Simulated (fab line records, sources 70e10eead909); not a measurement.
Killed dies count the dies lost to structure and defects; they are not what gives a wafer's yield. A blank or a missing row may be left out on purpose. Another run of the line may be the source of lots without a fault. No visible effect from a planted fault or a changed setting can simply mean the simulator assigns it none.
fab line records | flow nand-harc
record: lots: 11 | wafers: 33 | last-day: 24
route steps=1159 shown A_STAIRCASE@614 END@1159
lots untouched by any fault: they come from a run of this same line in which no faults occurred
start-h: start of the lot's first displayed wafer, in hours after the record's first day | wait-h: hours elapsed since this lot's preceding step | " unchanged from the row above | L1.1+2: a row that stands for several wafers | - no value, or no start was given | * or withheld: withheld | < > ~ a bound
route shown NAME@n: names a module that has steps shown in the file, with the first one's number in the route | usual: average and standard deviation across the fault-free wafers | same: alike in all rows | chamber/n: place in a boat | sites: readings site by site | _std_site: standard deviation of those values | _edge_site: outer sites' mean less inner sites' | radius-mm: for every site, how far away it sits from the centre of the wafer | mask NAME#n: copy n | behind: the last tool/chamber to shape the wafer | hold: the reason the lot was held/the length of the hold in hours/how it ended | device: the n, p or np transistor that did not switch | end of line: at the end of the route, the tests of the same wafers | for a step that has no rows: nothing shown but its recipe | killed: at the first sort, the dies lost to defects and structure; wafer yield is something else | map: a wafer's dies, marking killed ones x, the rest . and places with no die _
set.NAME: the setting as run; set.NAME@STEP: as run at that earlier step | model.NAME: the simulator's own value behind a step, which no gauge read
a sample of lots followed through the steps of the route, with each step as a table and each wafer as a row
services: from which hour (start-h, from the record's first day; less than 0 if before it) a tool's chamber was out of use, for how many hours, and why
== steps ==
step: NHARC_A_STAIRCASE_TRIM_220
recipe: time-s: 211.2 | o2-flow-sccm: 500 | ar-flow-sccm: 0 | bias-w: 0 | chemistry: O2
usual: drypump-motor-current-A: 5.8/0.51 | mfc-ar-sccm: 0.005/0.01 | oes-product-au: 1.003/0.0079 | rf-vpp-V: 57.8/0.88 | showerhead-plenum-p-Torr: 3.52/0.11 | throttle-valve-pct: 17.037/0.0088
same: bias-w: 0
lot.wafer | tool        | chamber | start-h | wait-h | drypump-motor-current-A | mfc-ar-sccm | oes-product-au | rf-hours-counter-h | rf-vpp-V | showerhead-plenum-p-Torr | throttle-valve-pct
L357.1    | rie-diel-07 | 1       | 252.25  | 0.1    | 5.8                     | 0           | 1.013          | 6                  | 56.9     | 3.34                     | 17.039
L357.2    | "           | 3       | "       | "      | 6.4                     | 0           | 1.006          | 6                  | 57.7     | 3.60                     | 17.031
L357.4    | "           | 0       | "       | "      | 6.5                     | 0.032       | 1.007          | 5                  | 57.0     | 3.40                     | 17.043
L358.4    | rie-diel-07 | 1       | 256.16  | 0.2    | 5.8                     | 0           | 1.029          | 7                  | 57.2     | 3.34                     | 17.043
L358.1    | "           | 2       | "       | "      | 5.7                     | 0           | 1.008          | 8                  | 58.4     | 3.68                     | 17.032
L358.6    | "           | 1       | "       | "      | 5.8                     | 0           | 1.013          | -                  | 57.3     | 3.34                     | 17.025
L360.4    | rie-diel-06 | 3       | 259.13  | 0.1    | 6.1                     | 0           | 1.009          | 4                  | 57.9     | 3.58                     | 17.028
L360.5    | "           | 2       | "       | "      | 5.0                     | 0           | 1.002          | -                  | 57.5     | 3.61                     | 17.038
L360.6    | "           | 3       | "       | "      | 6.1                     | 0           | 1.000          | -                  | 56.4     | 3.58                     | 17.034
L359.4    | rie-diel-09 | 3       | 265.84  | 0.1    | 6.3                     | 0.009       | 0.998          | 1                  | 56.6     | 3.59                     | 17.040
L359.1    | "           | 1       | "       | "      | 5.8                     | 0.029       | 1.001          | 1                  | 57.5     | 3.59                     | 17.019
L359.6    | "           | 2       | "       | "      | 6.2                     | 0           | 1.005          | -                  | 56.8     | 3.60                     | 17.044
L362.4    | rie-diel-07 | 2       | 268.43  | 0.1    | 5.8                     | 0           | 1.003          | 14                 | 58.5     | 3.67                     | 17.035
L362.3    | "           | 3       | "       | "      | 6.3                     | 0           | 1.018          | 13                 | 59.7     | 3.60                     | 17.050
L362.5    | "           | 2       | "       | "      | 5.8                     | 0           | 1.007          | -                  | 58.1     | 3.67                     | 17.038
L364.1    | rie-diel-09 | 0       | 284.49  | 0.2    | 4.8                     | 0           | 1.004          | 11                 | 56.5     | 3.51                     | 17.055
L364.5    | "           | 0       | "       | "      | 4.8                     | 0           | 0.993          | -                  | 58.1     | 3.51                     | 17.038
L364.4    | "           | 2       | "       | "      | 6.2                     | 0           | 1.001          | -                  | 58.9     | 3.60                     | 17.038
L370.2    | rie-diel-09 | 3       | 319.28  | 0.1    | 6.4                     | 0.009       | 0.997          | 22                 | 59.5     | 3.58                     | 17.043
L370.5    | "           | 1       | "       | "      | 5.8                     | 0.029       | 0.991          | -                  | 58.3     | 3.58                     | 17.018
L370.6    | "           | 2       | "       | "      | 6.2                     | 0           | 0.990          | -                  | 58.9     | 3.59                     | 17.047
L376.3    | rie-diel-06 | 1       | 353.30  | 0.1    | 6.0                     | 0           | 1.005          | 42                 | 59.2     | 3.41                     | 17.032
L376.6    | "           | 3       | "       | "      | 6.1                     | 0           | 1.006          | -                  | 58.0     | 3.56                     | 17.048
L376.5    | "           | 1       | "       | "      | 6.0                     | 0           | 1.005          | -                  | 59.8     | 3.41                     | 17.052
L375.4    | rie-diel-07 | 1       | 356.60  | 0.1    | 5.8                     | 0           | 1.001          | 50                 | 57.0     | 3.32                     | 17.042
L375.3    | "           | 0       | "       | "      | 6.5                     | 0.032       | 0.999          | 49                 | 57.9     | 3.38                     | 17.037
L375.6    | "           | 2       | "       | "      | 5.8                     | 0           | 0.992          | -                  | 58.7     | 3.66                     | 17.022
L379.3    | rie-diel-09 | 1       | 370.35  | 0.2    | 5.8                     | 0.029       | 1.001          | 38                 | 58.3     | 3.57                     | 17.035
L379.5    | "           | 1       | "       | "      | 5.8                     | 0.029       | 0.997          | -                  | 56.5     | 3.57                     | 17.028
L379.4    | "           | 2       | "       | "      | 6.2                     | 0           | 1.001          | -                  | 58.4     | 3.58                     | 17.038
L380.3    | rie-diel-06 | 3       | 386.62  | 0.1    | 6.1                     | 0           | 1.004          | 47                 | 57.2     | 3.55                     | 17.036
L380.6    | "           | 0       | "       | "      | 5.7                     | 0.003       | 1.010          | -                  | 57.4     | 3.29                     | 17.039
L380.5    | "           | 1       | "       | "      | 6.1                     | 0           | 0.992          | -                  | 58.1     | 3.40                     | 17.038
step: NHARC_A_STAIRCASE_ETCH_227
recipe: target-depth-a: 1000 | time-s: 40.5 | ion-energy-ev: 400 | c4f8-flow-sccm: 20 | o2-flow-sccm: 10 | ar-flow-sccm: withheld | rf-w: 600 | bias-w: 1000 | chemistry: C4F8/O2
usual: bias-w: 1000/3 | oes-product-au: 0.939/0.011 | rf-vpp-V: 896/4.1 | run-length-s: 61.7/0.6
lot.wafer | tool        | chamber | start-h | wait-h | bias-w | oes-product-au | rf-hours-counter-h | rf-vpp-V | run-length-s
L357.1    | rie-diel-07 | 2       | -       | -      | 1000   | 0.954          | 7                  | 901      | 61.3
L357.4    | "           | 3       | "       | "      | 999    | 0.962          | 6                  | 898      | 62.4
L357.2    | "           | 1       | "       | "      | 1002   | 0.974          | 6                  | 888      | 61.4
L358.4    | rie-diel-07 | 2       | -       | -      | 999    | 0.951          | 9                  | 902      | 61.6
L358.1    | "           | 0       | "       | "      | 1000   | 0.940          | 8                  | 892      | 61.1
L358.6    | "           | 3       | "       | "      | 1004   | 0.931          | -                  | 902      | 62.0
L360.4    | rie-diel-06 | 0       | -       | -      | 1000   | 0.931          | 5                  | 888      | 61.1
L360.6    | "           | 3       | "       | "      | 999    | 0.932          | -                  | 898      | 62.0
L360.5    | "           | 0       | "       | "      | 1003   | 0.929          | -                  | 887      | 60.8
L359.1    | rie-diel-09 | 2       | -       | -      | 1003   | 0.944          | 2                  | 899      | 62.8
L359.4    | "           | 3       | "       | "      | 1001   | 0.955          | 1                  | 898      | 61.1
L359.6    | "           | 1       | "       | "      | 1001   | 0.941          | -                  | 898      | 61.0
L362.3    | rie-diel-07 | 3       | -       | -      | 1002   | 0.946          | 14                 | 899      | 62.0
L362.4    | "           | 1       | "       | "      | 1002   | 0.947          | 15                 | 889      | 61.9
L362.5    | "           | 3       | "       | "      | 1004   | 0.946          | -                  | 898      | 62.1
L364.1    | rie-diel-09 | 3       | -       | -      | 996    | 0.929          | 11                 | 898      | 61.0
L364.4    | "           | 0       | "       | "      | 998    | 0.928          | -                  | 896      | 61.6
L364.5    | "           | 3       | "       | "      | 1002   | 0.922          | -                  | 899      | 61.4
L370.2    | rie-diel-09 | 1       | -       | -      | 999    | 0.926          | 19                 | 899      | 61.2
L370.5    | "           | 3       | "       | "      | 996    | 0.931          | -                  | 897      | 60.9
L370.6    | "           | 0       | "       | "      | 1001   | 0.932          | -                  | 894      | 61.4
L376.3    | rie-diel-06 | 1       | -       | -      | 996    | 0.920          | 43                 | 894      | 60.9
L376.6    | "           | 1       | "       | "      | 1000   | 0.913          | -                  | 892      | 60.9
L376.5    | "           | 3       | "       | "      | 1002   | 0.930          | -                  | 898      | 61.9
L375.4    | rie-diel-07 | 3       | -       | -      | 1002   | 0.954          | 47                 | 897      | 62.0
L375.3    | "           | 0       | "       | "      | 1003   | 0.968          | 50                 | 889      | 61.5
L375.6    | "           | 2       | "       | "      | 995    | 0.947          | -                  | 900      | 61.5
L379.3    | rie-diel-09 | 0       | -       | -      | 994    | 0.930          | 44                 | 895      | 61.3
L379.4    | "           | 1       | "       | "      | 1003   | 0.931          | -                  | 897      | 61.0
L379.5    | "           | 2       | "       | "      | 1001   | 0.928          | -                  | 900      | 62.5
L380.3    | rie-diel-06 | 0       | -       | -      | 1001   | 0.935          | 37                 | 888      | 60.9
L380.6    | "           | 1       | "       | "      | 999    | 0.934          | -                  | 892      | 60.9
L380.5    | "           | 2       | "       | "      | 1006   | 0.947          | -                  | 897      | 62.4
step: NHARC_A_STAIRCASE_TRIM_233
recipe: time-s: 211.2 | o2-flow-sccm: 500 | ar-flow-sccm: 0 | bias-w: 0 | chemistry: O2
usual: drypump-motor-current-A: 5.9/0.49 | mfc-ar-sccm: 0.007/0.013 | oes-product-au: 1.006/0.0086 | rf-vpp-V: 57.7/0.89 | showerhead-plenum-p-Torr: 3.49/0.12 | throttle-valve-pct: 17.037/0.0088
same: bias-w: 0
lot.wafer | tool        | chamber | start-h | wait-h | drypump-motor-current-A | mfc-ar-sccm | oes-product-au | rf-hours-counter-h | rf-vpp-V | showerhead-plenum-p-Torr | throttle-valve-pct
L357.1    | rie-diel-07 | 2       | -       | -      | 5.8                     | 0           | 1.010          | 7                  | 58.2     | 3.68                     | 17.024
L357.2    | "           | 3       | "       | "      | 6.4                     | 0           | 1.019          | 7                  | 57.8     | 3.60                     | 17.031
L357.4    | "           | 1       | "       | "      | 5.8                     | 0           | 1.017          | 7                  | 56.2     | 3.34                     | 17.031
L358.1    | rie-diel-07 | 0       | -       | -      | 6.5                     | 0.032       | 1.016          | 8                  | 58.6     | 3.40                     | 17.053
L358.4    | "           | 3       | "       | "      | 6.4                     | 0           | 1.013          | 9                  | 58.0     | 3.60                     | 17.046
L358.6    | "           | 0       | "       | "      | 6.6                     | 0.032       | 1.015          | -                  | 58.1     | 3.40                     | 17.023
L360.4    | rie-diel-07 | 2       | -       | -      | 5.8                     | 0           | 1.007          | 12                 | 57.5     | 3.68                     | 17.044
L360.6    | "           | 0       | "       | "      | 6.5                     | 0.032       | 1.024          | -                  | 58.4     | 3.40                     | 17.040
L360.5    | "           | 1       | "       | "      | 5.8                     | 0           | 1.011          | -                  | 57.7     | 3.34                     | 17.025
L359.1    | rie-diel-06 | 2       | -       | -      | 5.0                     | 0           | 1.017          | 10                 | 58.6     | 3.61                     | 17.037
L359.4    | "           | 1       | "       | "      | 6.1                     | 0           | 1.002          | 10                 | 57.1     | 3.43                     | 17.024
L359.6    | "           | 2       | "       | "      | 5.0                     | 0           | 1.008          | -                  | 59.2     | 3.61                     | 17.031
L362.4    | rie-diel-07 | 2       | -       | -      | 5.7                     | 0           | 1.001          | 15                 | 59.0     | 3.67                     | 17.031
L362.3    | "           | 3       | "       | "      | 6.4                     | 0           | 1.005          | 14                 | 59.2     | 3.60                     | 17.026
L362.5    | "           | 0       | "       | "      | 6.6                     | 0.032       | 1.006          | -                  | 57.5     | 3.40                     | 17.028
L364.1    | rie-diel-06 | 1       | -       | -      | 6.0                     | 0           | 1.009          | 15                 | 57.6     | 3.43                     | 17.026
L364.4    | "           | 3       | "       | "      | 6.1                     | 0           | 1.007          | 16                 | 56.3     | 3.57                     | 17.049
L364.5    | "           | 0       | "       | "      | 5.6                     | 0.003       | 1.012          | -                  | 58.1     | 3.30                     | 17.053
L370.2    | rie-diel-07 | 1       | -       | -      | 5.8                     | 0           | 1.023          | 35                 | 57.3     | 3.33                     | 17.045
L370.5    | "           | 1       | "       | "      | 5.8                     | 0           | 1.012          | -                  | 58.0     | 3.32                     | 17.038
L370.6    | "           | 2       | "       | "      | 5.8                     | 0           | 1.004          | -                  | 57.9     | 3.66                     | 17.029
L376.3    | rie-diel-07 | 3       | -       | -      | 6.4                     | 0           | 0.997          | 46                 | 57.9     | 3.58                     | 17.020
L376.6    | "           | 1       | "       | "      | 5.8                     | 0           | 1.003          | -                  | 55.8     | 3.32                     | 17.028
L376.5    | "           | 3       | "       | "      | 6.4                     | 0           | 1.012          | -                  | 57.4     | 3.58                     | 17.049
L375.3    | rie-diel-07 | 0       | -       | -      | 6.5                     | 0.032       | 1.003          | 50                 | 56.4     | 3.38                     | 17.029
L375.4    | "           | 2       | "       | "      | 5.8                     | 0           | 0.996          | 39                 | 57.5     | 3.66                     | 17.042
L375.6    | "           | 3       | "       | "      | 6.3                     | 0           | 1.001          | -                  | 57.0     | 3.58                     | 17.024
L379.3    | rie-diel-09 | 0       | -       | -      | 4.9                     | 0           | 0.994          | 45                 | 58.2     | 3.49                     | 17.033
L379.4    | "           | 2       | "       | "      | 6.2                     | 0           | 1.005          | -                  | 58.4     | 3.58                     | 17.052
L379.5    | "           | 0       | "       | "      | 4.8                     | 0           | 0.988          | -                  | 57.5     | 3.49                     | 17.041
L380.3    | rie-diel-09 | 0       | -       | -      | 4.8                     | 0           | 0.997          | 52                 | 57.3     | 3.49                     | 17.038
L380.5    | "           | 0       | "       | "      | 4.8                     | 0           | 1.006          | -                  | 57.2     | 3.49                     | 17.033
L380.6    | "           | 3       | "       | "      | 6.3                     | 0.009       | 0.992          | -                  | 58.9     | 3.57                     | 17.038
step: NHARC_A_STAIRCASE_ETCH_236
recipe: target-depth-a: 1000 | time-s: 40.5 | ion-energy-ev: 400 | c4f8-flow-sccm: 20 | o2-flow-sccm: 10 | ar-flow-sccm: withheld | rf-w: 600 | bias-w: 1000 | chemistry: C4F8/O2
usual: bias-w: 1000/3 | oes-product-au: 0.943/0.012 | rf-vpp-V: 895/4.5 | run-length-s: 61.7/0.47
lot.wafer | tool        | chamber | start-h | wait-h | bias-w | oes-product-au | rf-hours-counter-h | rf-vpp-V | run-length-s
L357.1    | rie-diel-07 | 1       | 254.34  | -      | 1002   | 0.945          | 7                  | 889      | 61.9
L357.2    | "           | 2       | "       | "      | 1000   | 0.938          | 7                  | 901      | 61.6
L357.4    | "           | 3       | "       | "      | 1002   | 0.959          | 7                  | 899      | 62.1
L358.4    | rie-diel-07 | 3       | 258.38  | -      | 999    | 0.946          | 9                  | 899      | 61.9
L358.1    | "           | 0       | "       | "      | 999    | 0.938          | 8                  | 891      | 61.9
L358.6    | "           | 0       | "       | "      | 1001   | 0.952          | -                  | 891      | 61.4
L360.4    | rie-diel-07 | 2       | 263.78  | -      | 1002   | 0.952          | 12                 | 900      | 61.4
L360.6    | "           | 3       | "       | "      | 999    | 0.966          | -                  | 898      | 62.0
L360.5    | "           | 0       | "       | "      | 1006   | 0.948          | -                  | 892      | 61.3
L359.4    | rie-diel-06 | 2       | 269.43  | -      | 1006   | 0.929          | 10                 | 899      | 62.3
L359.1    | "           | 0       | "       | "      | 1001   | 0.947          | 10                 | 888      | 60.9
L359.6    | "           | 1       | "       | "      | 996    | 0.914          | -                  | 892      | 61.1
L362.3    | rie-diel-07 | 0       | 270.63  | -      | 1006   | 0.945          | 15                 | 891      | 61.2
L362.4    | "           | 2       | "       | "      | 1004   | 0.922          | 16                 | 900      | 61.6
L362.5    | "           | 1       | "       | "      | 995    | 0.942          | -                  | 889      | 61.5
L364.1    | rie-diel-06 | 2       | 286.74  | -      | 1001   | 0.951          | 15                 | 898      | 62.2
L364.4    | "           | 3       | "       | "      | 1006   | 0.945          | 16                 | 898      | 62.3
L364.5    | "           | 2       | "       | "      | 1001   | 0.941          | -                  | 897      | 62.2
L370.2    | rie-diel-07 | 0       | 321.60  | -      | 997    | 0.967          | 34                 | 892      | 61.2
L370.5    | "           | 2       | "       | "      | 998    | 0.939          | -                  | 901      | 61.9
L370.6    | "           | 3       | "       | "      | 1000   | 0.971          | -                  | 899      | 61.9
L376.3    | rie-diel-07 | 3       | 356.34  | -      | 1004   | 0.948          | 46                 | 898      | 62.0
L376.6    | "           | 2       | "       | "      | -      | 0.942          | -                  | 900      | 41.4
L376.5    | "           | 3       | "       | "      | 1000   | 0.947          | -                  | 898      | 62.1
L375.3    | rie-diel-07 | 0       | 358.51  | -      | 998    | 0.960          | 50                 | 890      | 61.4
L375.4    | "           | 1       | "       | "      | -      | 0.961          | 51                 | 890      | 42.1
L375.6    | "           | 1       | "       | "      | -      | 0.961          | -                  | 888      | 41.5
L379.3    | rie-diel-09 | 2       | 375.03  | -      | 1000   | 0.931          | 40                 | 897      | 63.0
L379.4    | "           | 2       | "       | "      | 1002   | 0.930          | -                  | 898      | 62.5
L379.5    | "           | 0       | "       | "      | 999    | 0.918          | -                  | 895      | 61.6
L380.3    | rie-diel-09 | 1       | 388.94  | -      | 1002   | 0.949          | 48                 | 897      | 61.0
L380.5    | "           | 0       | "       | "      | 1001   | 0.939          | -                  | 895      | 61.4
L380.6    | "           | 1       | "       | "      | 1005   | 0.950          | -                  | 897      | 61.1
step: NHARC_END_SORT_01
recipe: temp-c: 25
usual: killed-at-array: 26/11 | killed-at-other: 0.6/1 | killed-at-periphery: 3.1/2.1 | killed-dies: 30/11 | killed-open: 3.4/1.8 | killed-short: 2.1/1.5
same: gross-dies: 677
lot.wafer | tool      | chamber | start-h | wait-h | killed-at-array | killed-at-other | killed-at-periphery | killed-dies | killed-open | killed-short
L375.3    | prober-02 | 0       | 550.03  | 3.1    | 55              | 1               | 0                   | 56          | 1           | 3
L375.4    | prober-02 | 0       | 550.84  | 3.4    | 675             | 0               | 2                   | 677         | 1           | 3
L375.6    | prober-02 | 0       | 552.45  | 4.0    | 670             | 4               | 3                   | 677         | 4           | 4
L376.3    | prober-01 | 0       | 550.04  | 3.1    | 55              | 0               | 3                   | 58          | 4           | 1
L376.5    | prober-01 | 0       | 551.63  | 3.7    | 45              | 3               | 1                   | 49          | 4           | 0
L376.6    | prober-01 | 0       | 552.43  | 4.0    | 671             | 0               | 6                   | 677         | 0           | 0
killed by level:class
L375.3 A_CHANNEL_HOLE_D1:chamber-film-flake=22 A_SLIT:chamber-film-flake=20 A_CONTACT:chamber-film-flake=6 A_STAIRCASE:chamber-film-flake=2 A_ONON_D1:geometric-particle:open=1 A_CHANNEL_FILL_D1:geometric-particle:short=1 A_WL_FILL:geometric-particle:short=1 A_M0:geometric-particle:short=1
L376.3 A_CHANNEL_HOLE_D1:chamber-film-flake=21 A_SLIT:chamber-film-flake=20 A_STAIRCASE:chamber-film-flake=4 A_ONON_D1:geometric-particle:open=2 P_CONTACT:chamber-film-flake=2 A_CONTACT:chamber-film-flake=2 A_M1:chamber-film-flake=2 A_SOURCE_PLATE:geometric-particle:open=1
L375.4 A_STAIRCASE:area-etch=628 A_CHANNEL_HOLE_D1:chamber-film-flake=16 A_SLIT:chamber-film-flake=15 A_STAIRCASE:chamber-film-flake=6 A_CONTACT:chamber-film-flake=6 P_M0:geometric-particle:open=1 P_M1:geometric-particle:short=1 A_ONON_D1:geometric-particle:short=1
L376.5 A_SLIT:chamber-film-flake=18 A_CHANNEL_HOLE_D1:chamber-film-flake=18 A_CONTACT:chamber-film-flake=4 THIN_TSV:chamber-film-flake=3 A_ONON_D1:geometric-particle:open=1 A_BLC:geometric-particle:open=1 A_M0:geometric-particle:open=1 A_M1:geometric-particle:open=1
L376.6 A_STAIRCASE:area-etch=626 A_SLIT:chamber-film-flake=21 A_CHANNEL_HOLE_D1:chamber-film-flake=17 A_CONTACT:chamber-film-flake=6 P_CONTACT:chamber-film-flake=4 P_GATE:chamber-film-flake=1 P_BONDPAD:chamber-film-flake=1 A_ZERO_WELL:chamber-film-flake=1
L375.6 A_STAIRCASE:area-etch=618 A_CHANNEL_HOLE_D1:chamber-film-flake=23 A_SLIT:chamber-film-flake=16 A_WL_FILL:geometric-particle:short=3 A_STAIRCASE:chamber-film-flake=3 A_CONTACT:chamber-film-flake=3 THIN_TSV:chamber-film-flake=3 A_CONTACT:geometric-particle:open=2
== services ==
tool        | chamber | start-h | hours | kind
rie-diel-07 | -       | 228.36  | 9.0   | pm
rie-diel-07 | 0       | 228.36  | 9.0   | vent-cycle
rie-diel-07 | 1       | 228.36  | 9.0   | vent-cycle
rie-diel-07 | 2       | 228.36  | 9.0   | vent-cycle
rie-diel-07 | 3       | 228.36  | 9.0   | vent-cycle
rie-diel-07 | 0       | 237.36  | -     | clean
rie-diel-07 | 1       | 237.36  | -     | clean
rie-diel-07 | 1       | 237.36  | -     | consumable-replace:focus-ring
rie-diel-09 | -       | 240.67  | 0.8   | repair
rie-diel-06 | -       | 242.47  | 9.0   | pm
rie-diel-09 | -       | 254.11  | 9.0   | pm
rie-diel-06 | -       | 275.48  | 0.3   | repair
rie-diel-09 | 1       | 282.27  | 4.0   | repair
rie-diel-09 | 2       | 285.48  | 8.2   | repair
rie-diel-06 | 3       | 291.21  | 21.8  | repair
rie-diel-07 | 1       | 310.76  | 2.2   | repair
rie-diel-06 | 3       | 326.38  | 3.6   | repair
rie-diel-06 | 0       | 328.72  | 43.8  | repair
rie-diel-07 | 2       | 340.48  | 15.5  | repair
rie-diel-09 | 3       | 360.57  | 16.6  | repair
rie-diel-07 | 0       | 369.47  | 11.3  | repair
rie-diel-07 | -       | 372.31  | 0.6   | repair
rie-diel-06 | 2       | 374.46  | 8.7   | repair
rie-diel-09 | 2       | 387.51  | 13.8  | repair
== key ==
first-sign: step: NHARC_A_STAIRCASE_ETCH_236 | reading: run-length-s | direction: down | sigmas: 42 | usual: * | struck: *
effect: step: NHARC_END_SORT_01 | reading: killed-dies | direction: up | sigmas: 59 | usual: 30 | struck: 677
more-kills-born-at: NHARC_A_STAIRCASE_ETCH_236@rie-diel-07: 1872
met-at NHARC_A_STAIRCASE_ETCH_236
struck-lots L375,L376
struck-wafers L375.4,L375.6,L376.6
later-rows-left-out L375.4,L375.6,L376.6
tester-left-out L375,L376
not-acting-at NHARC_A_STAIRCASE_TRIM_220,NHARC_A_STAIRCASE_ETCH_227,NHARC_A_STAIRCASE_TRIM_233
onset-between 321.60 356.34
fault: kind: process-parameter-drift | tool: rie-diel-07 | chamber: - | onset-h: 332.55 | steps: NHARC_A_STAIRCASE_ETCH_236 | channel: time-s | offset: * | shape: step | end-h: 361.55 | scope: struck-wafers-only | acts-in: * | stated: *
tester-left-out: of these lots the tester's yield and bins aren't shown, on N5 and GAA mostly nor the transistor test; their killed dies are dies lost to structure and defects alone, not to doping, threshold or leakage, so they don't give the yield
later-rows-left-out: the simulator's readings of these wafers behind a module that went badly wrong aren't trusted and aren't shown, but for the sort
